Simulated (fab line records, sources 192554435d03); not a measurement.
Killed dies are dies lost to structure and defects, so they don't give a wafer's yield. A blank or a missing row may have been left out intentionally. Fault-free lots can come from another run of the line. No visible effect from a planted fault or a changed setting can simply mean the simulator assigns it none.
Matching of chambers :: flow n5Finfet :: rieDiel-05 running N5_BEOL_M0_SAQP_STRIP_75: 4 sister chambers
The step strips in CF4. 4 wafers are shown with their chamber, then 9 later ones without.

WAFERS WITH THEIR CHAMBER
wafer: L080.4
chamber: 1
showerheadPlenumPTorr (Torr): 1.83

wafer: L086.1
chamber: 0
showerheadPlenumPTorr (Torr): 1.84

wafer: L086.3
chamber: 3
showerheadPlenumPTorr (Torr): 1.86

wafer: L086.4
chamber: 2
showerheadPlenumPTorr (Torr): 1.83

WAFERS WITHOUT THEIR CHAMBER
wafer: L087.1
showerheadPlenumPTorr (Torr): 1.83

wafer: L087.2
showerheadPlenumPTorr (Torr): 1.86

wafer: L087.3
showerheadPlenumPTorr (Torr): 1.83

wafer: L088.1
showerheadPlenumPTorr (Torr): 1.84

wafer: L088.4
showerheadPlenumPTorr (Torr): 1.83

wafer: L088.5
showerheadPlenumPTorr (Torr): 1.86

wafer: L091.1
showerheadPlenumPTorr (Torr): 1.83

wafer: L091.3
showerheadPlenumPTorr (Torr): 1.82

wafer: L091.5
showerheadPlenumPTorr (Torr): 1.83

EACH ONE'S CHAMBER
wafer: L087.1
from the rows above: can't be placed: 1 or 2
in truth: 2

wafer: L087.2
from the rows above: 3
in truth: 3

wafer: L087.3
from the rows above: can't be placed: 1 or 2
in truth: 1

wafer: L088.1
from the rows above: 0
in truth: 0

wafer: L088.4
from the rows above: can't be placed: 1 or 2
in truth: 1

wafer: L088.5
from the rows above: 3
in truth: 3

wafer: L091.1
from the rows above: can't be placed: 1 or 2
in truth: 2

wafer: L091.3
from the rows above: can't be placed: 1 or 2
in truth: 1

wafer: L091.5
from the rows above: can't be placed: 1 or 2
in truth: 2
Placed correctly: 3 of 9. Can't be placed from these rows: 6 (the true chamber is among the candidates in 6). Wrongly placed: 0.
How it was worked out, from the rows above alone: a wafer's distance from a chamber is the root of the sum, over the readings, of the square of ((its reading less the chamber's mean) divided by the reading's scatter). The wafer belongs to the nearest chamber; if the next one is less than 2 further off, it can't be placed. For every chamber, the mean is computed from those of its wafers that are shown. The scatter: with one shown wafer a chamber, the root of the mean of the squares of how far each hidden wafer lies from its nearest shown one.
